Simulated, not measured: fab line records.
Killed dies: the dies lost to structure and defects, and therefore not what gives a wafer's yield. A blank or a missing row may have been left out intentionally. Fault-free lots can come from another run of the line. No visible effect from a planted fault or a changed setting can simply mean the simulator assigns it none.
Matching of chambers + flow nand-harc + rie-diel-02 running NHARC_A_STAIRCASE_DESCUM_168: 4 sister chambers
The step chemistry O2, time 3 s. 4 wafers are shown with their chamber, then 9 later ones without.

== WAFERS WITH THEIR CHAMBER ==
| wafer  | chamber | showerhead-plenum-p-Torr (Torr) |
|--------|---------|---------------------------------|
| L128.4 | 0       | 2.06                            |
| L132.1 | 3       | 1.77                            |
| L131.2 | 1       | 1.96                            |
| L131.5 | 2       | 1.93                            |

== WAFERS WHOSE CHAMBER IS MISSING ==
| wafer  | showerhead-plenum-p-Torr (Torr) |
|--------|---------------------------------|
| L135.2 | 1.96                            |
| L135.3 | 1.93                            |
| L135.6 | 2.05                            |
| L136.3 | 2.07                            |
| L136.5 | 2.05                            |
| L136.6 | 1.96                            |
| L137.2 | 1.93                            |
| L137.3 | 2.05                            |
| L137.5 | 1.96                            |

== WHICH CHAMBER EACH WENT THROUGH ==
| wafer  | from the rows above | in truth                   |
|--------|---------------------|----------------------------|
| L135.2 | 1                   | 1                          |
| L135.3 | 2                   | 2                          |
| L135.6 | 0                   | 0                          |
| L136.3 | 0                   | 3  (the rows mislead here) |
| L136.5 | 0                   | 0                          |
| L136.6 | 1                   | 1                          |
| L137.2 | 2                   | 2                          |
| L137.3 | 0                   | 0                          |
| L137.5 | 1                   | 1                          |
Correctly placed: 8 of 9. From these rows, 0 cannot be placed. Placed wrongly: 1.
How it was worked out, from the rows above alone: a wafer's distance from a chamber is the root of the sum, over the readings, of the square of ((its reading less the chamber's mean) divided by the reading's scatter). If the next closest chamber is less than 2 further off than the closest, the wafer can't be placed; otherwise it belongs to the closest. The mean given for a chamber averages the wafers shown for that chamber. The scatter (one wafer shown for each chamber): square how far every hidden wafer sits from the nearest shown wafer, average those squares and take the square root.
